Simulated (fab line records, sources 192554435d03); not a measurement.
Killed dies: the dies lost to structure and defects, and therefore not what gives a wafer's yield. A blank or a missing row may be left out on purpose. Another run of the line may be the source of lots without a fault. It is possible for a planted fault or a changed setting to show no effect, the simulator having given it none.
Split-lot experiment -- flow n5-finfet -- 39 wafers read from 7 lots, route of 1938 steps

== THE SPLIT ITSELF ==
At N5_PMOS_HMC_CHANNEL_EPI_FIN_RECESS_16 (chemistry HBr/Cl2, target Si, target depth 54 nm, time 18 s), the setting time-s was moved away from the recipe's 18 s on 15 of the 39 wafers read, by -7.4% to +7.8%. The other wafers ran this setting at the recipe's value.

== FROM THE SPLIT TO THE READING: what the file shows between them, 4 steps ==
- N5_PMOS_HMC_CHANNEL_EPI_PRECLEAN_36: cleans in O3/DIW, time 45 s
- N5_PMOS_HMC_CHANNEL_EPI_PRECLEAN_18: cleans in DHF, time 30 s
- N5_PMOS_HMC_CHANNEL_EPI_SRD_39: time 30 s
- N5_PMOS_HMC_CHANNEL_EPI_CMP_21: polishes SiGe30, target thk 54 nm

== THE READING ==
At N5_PMOS_HMC_CHANNEL_EPI_THK_MEAS_22: HMC_CMP_THK, given in nm. Fault-free wafers of this fab line usually give 54.3 nm, standard deviation 1 nm.

wafer,"tool, chamber at the split","time-s as run, s",against the recipe,"HMC_CMP_THK, nm",against lot-mates on the recipe
L074.1,"rie-si-05, 3",17.26,-4.1%,51.9,-1.9
L074.2,"rie-si-05, 2",18,recipe,53.2,-
L074.3,"rie-si-05, 0",18,recipe,54.3,-
L074.4,"rie-si-05, 1",17.26,-4.1%,51.2,-2.6
L074.5,"rie-si-05, 0",18,recipe,53.9,-
L074.6,"rie-si-05, 1",17.26,-4.1%,51.6,-2.2
L084.1,"rie-si-06, 2",16.85,-6.4%,50.3,-4.8
L084.2,"rie-si-06, 0",16.85,-6.4%,51.6,-3.5
L084.3,"rie-si-06, 1",18,recipe,55.9,-
L084.4,"rie-si-06, 3",18,recipe,53.5,-
L084.5,"rie-si-06, 0",16.85,-6.4%,51.6,-3.5
L084.6,"rie-si-06, 1",18,recipe,55.9,-
L086.1,"rie-si-06, 1",16.66,-7.4%,51.5,-1.9
L086.2,"rie-si-06, 3",16.66,-7.4%,49.6,-3.8
L086.3,"rie-si-06, 2",18,recipe,53.4,-
L086.4,"rie-si-06, 3,2",18,recipe,53.5,-
L086.5,"rie-si-06, 3,2",18,recipe,53.4,-
L086.6,"rie-si-06, 1",16.66,-7.4%,51.8,-1.6
L087.1,"rie-si-02, 3",18,recipe,53.8,-
L087.2,"rie-si-02, 2",18,recipe,55.8,-
L087.3,"rie-si-02, 0",18,recipe,53.2,-
L087.4,"rie-si-02, 1",18,recipe,53.8,-
L087.5,"rie-si-02, 2",18,recipe,55.5,-
L087.6,"rie-si-02, 1",18,recipe,53.9,-
L091.1,"rie-si-05, 2",18,recipe,53.5,-
L091.2,"rie-si-05, 0",19.41,+7.8%,57.9,+4.0
L091.3,"rie-si-05, 1",18,recipe,54.4,-
L091.4,"rie-si-05, 3",18,recipe,53.9,-
L091.5,"rie-si-05, 1",19.41,+7.8%,58.2,+4.3
L091.6,"rie-si-05, 2",19.41,+7.8%,57.9,+4.0
L093.1,"rie-si-06, 1",18,recipe,55.4,-
L093.2,"rie-si-06, 3",18.55,+3.1%,55.5,+1.5
L093.3,"rie-si-06, 0",18.55,+3.1%,54.6,+0.6
L093.4,"rie-si-06, 2",18,recipe,53.1,-
L093.5,"rie-si-06, 3",18.55,+3.1%,56.0,+2.0
L093.6,"rie-si-06, 0",18,recipe,53.6,-
L095.1,"rie-si-06, 3",18,recipe,53.1,-
L095.2,"rie-si-06, 1",18,recipe,55.0,-
L095.5,"rie-si-06, 0",18,recipe,53.0,-
Where a row lists several chambers, the file gives one row for several wafers and doesn't say which wafer went through which chamber.

FIT RESULTS
A straight line over all 39 wafers: HMC_CMP_THK changes by +0.472 nm for each +1% of time-s; r = +0.90; the points scatter about the line by 0.88 nm.
The same after taking each lot's own level away (the mean of its wafers on the recipe; 39 wafers): +0.482 nm for each +1%; r = +0.91; scatter 0.86 nm.
On that fit, the largest move of time-s shifts the reading by 3.8 nm.
The span of the lots' own levels, 53.43 to 55.10 nm, comes to 1.7 times the standard deviation stated above.
So the lot-to-lot level changes the slope little: the two slopes agree.
Check: for one of the wafers moved furthest among these (+7.8%), held out of the fit, the line's prediction against its lot-mates is +3.76 nm. Against them it came out at +3.97 nm.

== OTHER SPLITS APPLIED TO THESE WAFERS ==
Other splits were also applied to these wafers ahead of the reading. Each is held against what the fit with the lots' levels taken away leaves over:
other split on the same wafers,wafers away from the commonest value,r with HMC_CMP_THK (lot level and that fit taken away)
N5_WELL_APT_EXPOSE_05 dose-mj,15,-0.31

== THE WHOLE CHAIN: every reading that the file lists as answering this split, in the file's order ==
step,what it does,reading,change (the file's fit),r (the file's)
N5_PMOS_HMC_CHANNEL_EPI_FIN_RECESS_16,"chemistry HBr/Cl2, target Si, target depth 54 nm, time 18 s","PMOS_HMC_CHANNEL_EPI.feature-depth-nm (the simulator's own value, which no gauge read)",+0.494 nm for each +1% of the setting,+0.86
N5_PMOS_HMC_CHANNEL_EPI_FIN_RECESS_16,"chemistry HBr/Cl2, target Si, target depth 54 nm, time 18 s","etch.depth-nm (the simulator's own value, which no gauge read)",+0.494 nm for each +1% of the setting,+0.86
N5_PMOS_HMC_CHANNEL_EPI_THK_MEAS_22,,HMC_CMP_THK,+0.485 for each +1% of the setting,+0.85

== THE FILE'S OWN FIT ==
HMC_CMP_THK changes by +0.485 nm for each +1% of time-s, r = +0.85.
